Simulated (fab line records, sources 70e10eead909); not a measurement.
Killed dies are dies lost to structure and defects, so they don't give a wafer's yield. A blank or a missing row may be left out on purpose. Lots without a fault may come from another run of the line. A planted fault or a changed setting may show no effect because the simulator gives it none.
Which tool did it? | flow nand_harc | 12 lots, 36 wafers sampled, at 6 steps of a route of 1302

WHAT THE GAUGES READ, wafer by wafer
NHARC_A_ONON_D2_THK_MEAS_30: measures by ellipsometry.
lot  | measured     | on            | thk_nm (nm)
L932 | day 13 22:58 | film_metro-02 | 984 981 985
L933 | day 14 13:14 | film_metro-02 | 1000 1001 999
L935 | day 14 20:07 | film_metro-01 | 1006 1005 1006
L937 | day 15 17:22 | film_metro-01 | 1500 1501 1503
L939 | day 16 05:06 | film_metro-01 | 1486 1483 1484
L945 | day 18 17:56 | film_metro-02 | 1005 1007 1006
L946 | day 18 17:56 | film_metro-01 | 1006 1004 1006
L947 | day 19 13:46 | film_metro-01 | 987 985 988
L948 | day 20 01:20 | film_metro-01 | 1007 1008 1008
L950 | day 21 03:27 | film_metro-02 | 1023 1026 1027
L951 | day 21 15:21 | film_metro-01 | 1003 1004 1003
L954 | day 22 01:26 | film_metro-01 | 1008 1009 1010

NHARC_A_ONON_D2_INSPECT_32.
lot  | measured     | on                | raw_defect_count
L932 | day 13 23:40 | defect_inspect-02 | 457 309 408
L933 | day 14 13:46 | defect_inspect-02 | 956 646 670
L935 | day 14 20:38 | defect_inspect-01 | 316 364 182
L937 | day 15 17:54 | defect_inspect-01 | 168 145 153
L939 | day 16 05:44 | defect_inspect-02 | 270 213 170
L945 | day 18 18:29 | defect_inspect-01 | 449 596 344
L946 | day 18 18:35 | defect_inspect-02 | 325 387 366
L947 | day 19 14:19 | defect_inspect-01 | 560 469 411
L948 | day 20 02:04 | defect_inspect-02 | 272 306 307
L950 | day 21 03:59 | defect_inspect-02 | 261 326 373
L951 | day 21 15:53 | defect_inspect-01 | 230 173 300
L954 | day 22 01:59 | defect_inspect-02 | 386 361 356

NHARC_END_SORT_01.
lot  | measured     | on        | killed_at_array | killed_at_other | killed_at_periphery | killed_dies | killed_open | killed_short
L937 | day 27 13:29 | prober-01 | 675 676 674     | 0 0 0           | 2 1 3               | 677 677 677 | 3 1 3       | 2 1 4
L939 | day 27 13:31 | prober-02 | 673 675 671     | 0 0 0           | 4 2 6               | 677 677 677 | 3 3 2       | 0 1 4

WHICH TOOL RAN EACH LOT (tool, then ch and the chambers of the sampled wafers, then the start)
lot  | NHARC_A_CHANNEL_FILL_D1_ETCHBACK_08           | NHARC_A_CHANNEL_FILL_D1_STRIP_29              | NHARC_A_ONON_D2_DEP_28
L932 | rie_diel-08 ch 1,2, day 13 22:28 or earlier   | rie_diel-08 ch 0,2,3, day 13 22:28 or earlier | pecvd_onon-04 ch 0, day 13 22:28
L933 | rie_diel-08 ch 0,2, day 14 12:44 or earlier   | rie_diel-08 ch 1,2,3, day 14 12:44 or earlier | pecvd_onon-01 ch 0, day 14 12:44
L935 | rie_diel-13 ch 0,1,2, day 14 19:36 or earlier | rie_diel-13 ch 0,1, day 14 19:36 or earlier   | pecvd_onon-01 ch 0, day 14 19:36
L937 | rie_diel-08 ch 0,2,3, day 15 16:51 or earlier | rie_diel-08 ch 0,2, day 15 16:51 or earlier   | pecvd_onon-02 ch 0, day 15 16:51
L939 | rie_diel-04 ch 0,1, day 13 18:31 or earlier   | rie_diel-04 ch 0,1, day 13 18:31              | pecvd_onon-02 ch 0, day 16 04:36
L945 | rie_diel-04 ch 1,2,3, day 16 12:58 or earlier | rie_diel-04 ch 2,3, day 16 12:58              | pecvd_onon-02 ch 0, day 18 17:29
L946 | rie_diel-13 ch 0,1,3, day 18 17:29 or earlier | rie_diel-13 ch 1,2,3, day 18 17:29 or earlier | pecvd_onon-01 ch 0, day 18 17:29
L947 | rie_diel-08 ch 1,2,3, day 19 13:22 or earlier | rie_diel-08 ch 0,1, day 19 13:22 or earlier   | pecvd_onon-02 ch 0, day 19 13:22
L948 | rie_diel-13 ch 0,1,3, day 20 00:53 or earlier | rie_diel-13 ch 0,1,3, day 20 00:53 or earlier | pecvd_onon-02 ch 0, day 20 00:53
L950 | rie_diel-08 ch 1,2,3, day 21 02:56 or earlier | rie_diel-08 ch 0,1,2, day 21 02:56 or earlier | pecvd_onon-04 ch 0, day 21 02:56
L951 | rie_diel-13 ch 0,1,2, day 21 14:54 or earlier | rie_diel-13 ch 0,2,3, day 21 14:54 or earlier | pecvd_onon-02 ch 0, day 21 14:54
L954 | rie_diel-08 ch 1,2,3, day 22 00:59 or earlier | rie_diel-08 ch 0,1,3, day 22 00:59 or earlier | pecvd_onon-01 ch 0, day 22 00:59
- NHARC_A_CHANNEL_FILL_D1_ETCHBACK_08: etches the open film in C4F8, target depth 220 nm, time 110 s.
- NHARC_A_CHANNEL_FILL_D1_STRIP_29: strips in O2, time 20 s.
- NHARC_A_ONON_D2_DEP_28: target thk 1000 nm.

WHAT THE TOOLS THEMSELVES READ (means of the sampled wafers that have a number; where no wafer has one, the mark that the record gives instead)
NHARC_A_CHANNEL_FILL_D1_ETCHBACK_08.
lot  | tool        | oes_product_au (a.u.) | rf_vpp_V (V)
L932 | rie_diel-08 | 0.91                  | 443.0
L933 | rie_diel-08 | 0.99                  | 443.6
L935 | rie_diel-13 | 0.97                  | 442.6
L937 | rie_diel-08 | 1.00                  | 443.1
L939 | rie_diel-04 | 0.92                  | 440.3
L945 | rie_diel-04 | 1.01                  | 441.3
L946 | rie_diel-13 | 1.01                  | 441.0
L947 | rie_diel-08 | 1.00                  | 442.6
L948 | rie_diel-13 | 1.00                  | 440.4
L950 | rie_diel-08 | 0.92                  | 443.2
L951 | rie_diel-13 | 0.93                  | 442.8
L954 | rie_diel-08 | 0.92                  | 442.7

NHARC_A_CHANNEL_FILL_D1_STRIP_29.
lot  | tool        | drypump_motor_current_A (A) | oes_product_au (a.u.) | rf_vpp_V (V) | showerhead_plenum_p_Torr (Torr) | throttle_valve_pct (%)
L932 | rie_diel-08 | 5.8                         | 1.005                 | 57.3         | 3.67                            | 17.034
L933 | rie_diel-08 | 5.8                         | 0.997                 | 57.4         | 3.63                            | 17.033
L935 | rie_diel-13 | 5.6                         | 1.000                 | 58.3         | 3.54                            | 17.046
L937 | rie_diel-08 | 5.9                         | 1.001                 | 58.2         | 3.73                            | 17.040
L939 | rie_diel-04 | 5.4                         | 1.003                 | 57.8         | 3.52                            | 17.044
L945 | rie_diel-04 | 6.1                         | 1.017                 | 58.1         | 3.60                            | 17.044
L946 | rie_diel-13 | 5.9                         | 1.011                 | 57.8         | 3.55                            | 17.035
L947 | rie_diel-08 | 5.6                         | 0.998                 | 58.1         | 3.60                            | 17.031
L948 | rie_diel-13 | 5.9                         | 1.007                 | 57.9         | 3.49                            | 17.026
L950 | rie_diel-08 | 5.7                         | 0.998                 | 57.6         | 3.65                            | 17.038
L951 | rie_diel-13 | 5.7                         | 0.995                 | 58.0         | 3.58                            | 17.038
L954 | rie_diel-08 | 5.7                         | 0.987                 | 57.2         | 3.58                            | 17.034

THE ANSWER, worked out from the rows above alone
Rule: what is usual is taken from the lots themselves. Put in order of their means at a reading, lots are off if they are a third of the lots or fewer, leave a main group of 4 or more, and stand apart from it by a gap of 3 or more times the standard deviation of the main group's means; of several such gaps the widest counts. A main group whose means are all the same, to the digits that the tables above print for the reading, isn't used. A lot without any number at a reading at which 4 lots or more have one is off too. The other lots that the step has rows for count as sound. The gauges are gone through in route order, then the tools' own readings, and for those a lot's mean is taken as printed above. The first step at which some lot is off is used, and at that step the reading that is off furthest; a lot without a number counts as furthest.
Off: L937, L939, at NHARC_A_ONON_D2_THK_MEAS_30 (thk_nm). The main group: mean 1003 nm, standard deviation 11.
A tool fits if, at a process step before that reading, it ran every lot that is off, and no sound lot after the first of them. The gauges at NHARC_A_ONON_D2_THK_MEAS_30 are tried like those tools. NHARC_A_CHANNEL_FILL_D1_ETCHBACK_08 gives no start for some lots, so the hours and the order of its lots are those of NHARC_A_ONON_D2_DEP_28. NHARC_A_CHANNEL_FILL_D1_STRIP_29 gives no start for some lots, so the hours and the order of its lots are those of NHARC_A_ONON_D2_DEP_28. None of those tried fits.

WHAT THE SIMULATOR HAD PUT IN
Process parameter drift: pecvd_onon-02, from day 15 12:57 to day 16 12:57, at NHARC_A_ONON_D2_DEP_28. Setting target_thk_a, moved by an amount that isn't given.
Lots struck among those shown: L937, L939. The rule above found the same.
